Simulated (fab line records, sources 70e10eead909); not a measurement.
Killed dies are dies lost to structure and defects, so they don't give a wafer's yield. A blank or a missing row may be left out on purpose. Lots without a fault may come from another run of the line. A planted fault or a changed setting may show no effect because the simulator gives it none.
Chamber matching | flow nand_harc | NHARC_A_STAIRCASE_DEP_301 on pecvd-02: 3 sister chambers
The step deposits SiON, target thk 30 nm. 18 wafers are shown with their chamber, then 9 later ones without.

WAFERS WITH THEIR CHAMBER
wafer  | chamber | heater_power_w (W) | susceptor_temp_C (C)
L076.2 | 2       | 744                | 399.85
L076.4 | 1       | 837                | 400.05
L076.5 | 0       | 760                | 399.97
L080.1 | 1       | 822                | 399.96
L080.2 | 0       | 655                | 399.77
L080.6 | 0       | 652                | 399.99
L081.2 | 1       | 837                | 400.00
L081.3 | 2       | 738                | 399.78
L081.4 | 0       | 693                | 400.02
L082.3 | 2       | 765                | 400.16
L082.4 | 2       | 776                | 400.09
L082.6 | 1       | 818                | 399.50
L085.2 | 0       | 684                | 400.35
L085.4 | 0       | 695                | 400.08
L085.6 | 2       | 714                | 399.71
L087.3 | 0       | 743                | 399.99
L087.4 | 1       | 745                | 399.57
L087.5 | 0       | 772                | 400.14

SIGNATURES (means of the wafers above)
reading          | chamber 0 | chamber 1 | chamber 2 | scatter within a chamber
heater_power_w   | 706.75    | 811.80    | 747.40    | 39.3
susceptor_temp_C | 400.0387  | 399.8160  | 399.9180  | 0.203
Rule: a wafer's distance from a chamber is the root of the sum, over the readings, of the square of ((its reading less the chamber's mean) divided by the reading's scatter). The wafer belongs to the nearest chamber; if the next one is less than 2 further off, it can't be placed. The scatter: the root of (the sum of the squares of (reading less its chamber's mean) over the shown wafers, divided by (wafers less chambers)).

WAFERS WITHOUT THEIR CHAMBER
wafer  | heater_power_w (W) | susceptor_temp_C (C)
L090.2 | 817                | 400.27
L090.4 | 813                | 400.28
L090.5 | 809                | 400.12
L092.1 | 713                | 399.71
L092.4 | 717                | 399.83
L092.5 | 736                | 400.10
L091.3 | 689                | 399.80
L091.4 | 823                | 399.97
L091.5 | 697                | 399.94

WHICH CHAMBER EACH WENT THROUGH
wafer  | from the rows above          | in truth
L090.2 | can't be placed: 1 or 2 or 0 | 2
L090.4 | can't be placed: 1 or 2 or 0 | 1
L090.5 | can't be placed: 1 or 2 or 0 | 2
L092.1 | can't be placed: 2 or 0 or 1 | 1
L092.4 | can't be placed: 2 or 0 or 1 | 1
L092.5 | can't be placed: 0 or 2 or 1 | 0
L091.3 | can't be placed: 0 or 2 or 1 | 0
L091.4 | can't be placed: 1 or 2      | 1
L091.5 | can't be placed: 0 or 2      | 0
Placed correctly: 0 of 9. Can't be placed from these rows: 9 (the true chamber is among the candidates in 9). Placed wrongly: 0.
